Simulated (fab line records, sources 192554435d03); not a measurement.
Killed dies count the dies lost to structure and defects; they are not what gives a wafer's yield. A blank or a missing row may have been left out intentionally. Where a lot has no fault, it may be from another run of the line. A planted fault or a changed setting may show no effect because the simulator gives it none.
A lot that was struck, set against a sound lot | flow n5Finfet | 14 out of 1938 route steps
Sound: the wafers L411.2, L411.4, L411.6. Struck: wafer L407.1 (left out: L407.3, L407.4 of the same lot, which were not struck); the cause appears at the end.
For every step that has rows: the tool of each side, followed by ch and its chambers, followed by its first start. Under that, the readings that differ: sound wafers | struck wafers | difference of the means | sigmas: that difference in standard deviations of wafers without a fault.
alike: a reading whose means differ by less than 2 such deviations, as well as words and numbers matching on both sides. not compared: withheld readings; readings where some wafer has no value; bounds like >300 that might hide an equal value; numbers whose values overlap and for which the record gives no deviation.
The two part at a step that has a row with sigmas, a row that says differs or no value, or rows on one side only. Numbers that don't overlap but have no deviation are shown without sigmas and don't part them. Lack of a reading on every wafer of one side parts them only where that side has two or more wafers.

first, 3 steps without rows for these wafers: N5_BEOL_M8_EXPOSE_25 (exposes mask V7, target cd 40 nm); N5_BEOL_M8_PEB_26 (peb time 60 s); N5_BEOL_M8_DEVELOP_27 (develop time 30 s).
N5_BEOL_M8_CD_MEAS_28 targets a cd of 40 nm.
  sound on cdSem-02 ch 0, day 13 08:37; struck on cdSem-01 ch 0, day 12 07:50
  alike: cdNm
N5_BEOL_M8_OVL_MEAS_29:
  sound on overlay-01 ch 0, day 13 08:38; struck on overlay-02 ch 0, day 12 07:52
  alike: V7_OVL
N5_BEOL_M8_INSPECT_30: inspects for defects (brightfield).
  struck on defectInspect-01, day 12 07:55; sound on defectInspect-02, day 13 08:41
  alike: rawDefectCount
N5_BEOL_M8_DESCUM_33: chemistry O2, time 7 s.
  sound on rieDiel-05 ch 0,3, day 13 08:47; struck on rieDiel-01 ch 3, day 12 07:58
reading    | sound             | struck | difference | sigmas
rfVppV (V) | 244.9 245.1 242.6 | 240.4  | -3.8       | -3
  alike: biasPowerW, drypumpMotorCurrentA, oesProductAu, showerheadPlenumPTorr, throttleValvePct
  not compared: rfHoursCounterH
N5_BEOL_M8_ETCH_72: etches underlayer in N2/H2, target depth 6.5 nm, time 5.2 s.
  sound on rieDiel-05 ch 0,3, day 13 08:50; struck on rieDiel-01 ch 3, day 12 07:59
  alike: drypumpMotorCurrentA, etchRfOnTimeS, oesProductAu, rfFwdPowerW, rfVppV, showerheadPlenumPTorr, throttleValvePct
  not compared: rfHoursCounterH
N5_BEOL_M8_ETCH_65: etches SiARC in CF4, target depth 15.6 nm, time 26 s.
  sound on rieDiel-05 ch 0,3, day 13 08:52; struck on rieDiel-01 ch 3, day 12 08:01
reading         | sound             | struck | difference | sigmas
rfFwdPowerW (W) | 531.3 531.3 534.6 | 538.0  | +5.6       | +2
  alike: drypumpMotorCurrentA, etchRfOnTimeS, oesProductAu, rfVppV, showerheadPlenumPTorr, throttleValvePct
  not compared: rfHoursCounterH
N5_BEOL_M8_ETCH_66: etches SOC in N2/H2, target depth 80 nm, overetch 16 nm, time 120 s.
  sound on rieDiel-05 ch 0,3, day 13 08:54; struck on rieDiel-01 ch 3, day 12 08:02
  alike: drypumpMotorCurrentA, oesProductAu, rfFwdPowerW, rfVppV, showerheadPlenumPTorr, throttleValvePct
  not compared: rfHoursCounterH
then, 2 steps without rows for these wafers: N5_BEOL_M8_STRIP_69 (strips in N2/H2); N5_BEOL_M8_STRIP_73 (strips in N2/H2).
N5_BEOL_M8_VIA_ETCH_34: etches SiCOH lowk in C4F6/O2, target depth 125.5 nm, time 50.5 s.
  sound on rieDiel-05 ch 0,3, day 13 09:03; struck on rieDiel-01 ch 3, day 12 08:08
reading                                 | sound             | struck | difference | sigmas
oes_f_703_au (a.u.)                     | 0.76 0.76 0.72    | 1.02   | +0.27      | +4
rfFwdPowerW (W)                         | 341.9 341.0 341.3 | 427.6  | +86.2      | +62
rfVppV (V)                              | 678 677 651       | 609    | -60        | -5
model.etch.depthNm (nm)                 | 124.7 124.4 126.3 | 138.8  | +13.7      | 
model.SOC_of_BEOL_M8_COAT_63.thkNm (nm) | 54 54.2 54        | 53.2   | -0.9       | 
  alike: drypumpMotorCurrentA, oesProductAu, showerheadPlenumPTorr, throttleValvePct
  not compared: rfHoursCounterH
then, 1 step without rows for these wafers: N5_BEOL_M8_STRIP_76 (strips in C4F6/O2).

## WHERE THEY PART
Last at N5_BEOL_M8_VIA_ETCH_34 as far as this record goes, first at N5_BEOL_M8_DESCUM_33.

WHY: whatever the simulator had introduced
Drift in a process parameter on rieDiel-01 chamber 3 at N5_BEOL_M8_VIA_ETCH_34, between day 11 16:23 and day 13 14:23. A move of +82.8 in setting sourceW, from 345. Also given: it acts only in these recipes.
